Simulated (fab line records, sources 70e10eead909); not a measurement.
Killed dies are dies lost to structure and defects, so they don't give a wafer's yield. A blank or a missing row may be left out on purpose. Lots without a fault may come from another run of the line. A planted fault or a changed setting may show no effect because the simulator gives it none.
Chamber matching | flow nand_harc | NHARC_THIN_TSV_CMP_01 on cmp-04: 4 sister chambers
The step polishes. 8 wafers are shown with their chamber, then 12 later ones without.

WAFERS WITH THEIR CHAMBER
wafer  | chamber | motor_current_A (A)
L083.5 | 0       | 12.8
L085.4 | 0       | 13.6
L093.6 | 3       | 12.3
L092.5 | 3       | 12.5
L092.6 | 2       | 11.9
L095.2 | 1       | 12.4
L095.5 | 1       | 12.0
L095.6 | 2       | 12.0

WAFERS WITHOUT THEIR CHAMBER
wafer  | motor_current_A (A)
L095.1 | 13.7
L095.3 | 11.9
L095.4 | 11.4
L094.1 | 13.9
L094.2 | 12.6
L094.4 | 11.4
L096.1 | 12.8
L096.4 | 14.0
L096.6 | 13.6
L096.2 | 12.0
L096.3 | 11.3
L096.5 | 13.3

WHICH CHAMBER EACH WENT THROUGH
wafer  | from the rows above               | in truth
L095.1 | 0                                 | 0
L095.3 | can't be placed: 2 or 1 or 3      | 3
L095.4 | can't be placed: 2 or 1 or 3      | 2
L094.1 | 0                                 | 0
L094.2 | can't be placed: 3 or 1 or 0 or 2 | 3
L094.4 | can't be placed: 2 or 1 or 3      | 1
L096.1 | can't be placed: 0 or 3 or 1 or 2 | 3
L096.4 | 0                                 | 0
L096.6 | 0                                 | 0
L096.2 | can't be placed: 2 or 1 or 3      | 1
L096.3 | can't be placed: 2 or 1 or 3      | 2
L096.5 | 0                                 | 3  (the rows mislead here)
Placed correctly: 4 of 12. Can't be placed from these rows: 7 (the true chamber is among the candidates in 7). Placed wrongly: 1.
How it was worked out, from the rows above alone: a wafer's distance from a chamber is the root of the sum, over the readings, of the square of ((its reading less the chamber's mean) divided by the reading's scatter). The wafer belongs to the nearest chamber; if the next one is less than 2 further off, it can't be placed. A chamber's mean is the mean of its shown wafers. The scatter: the root of (the sum of the squares of (reading less its chamber's mean) over the shown wafers, divided by (wafers less chambers)).
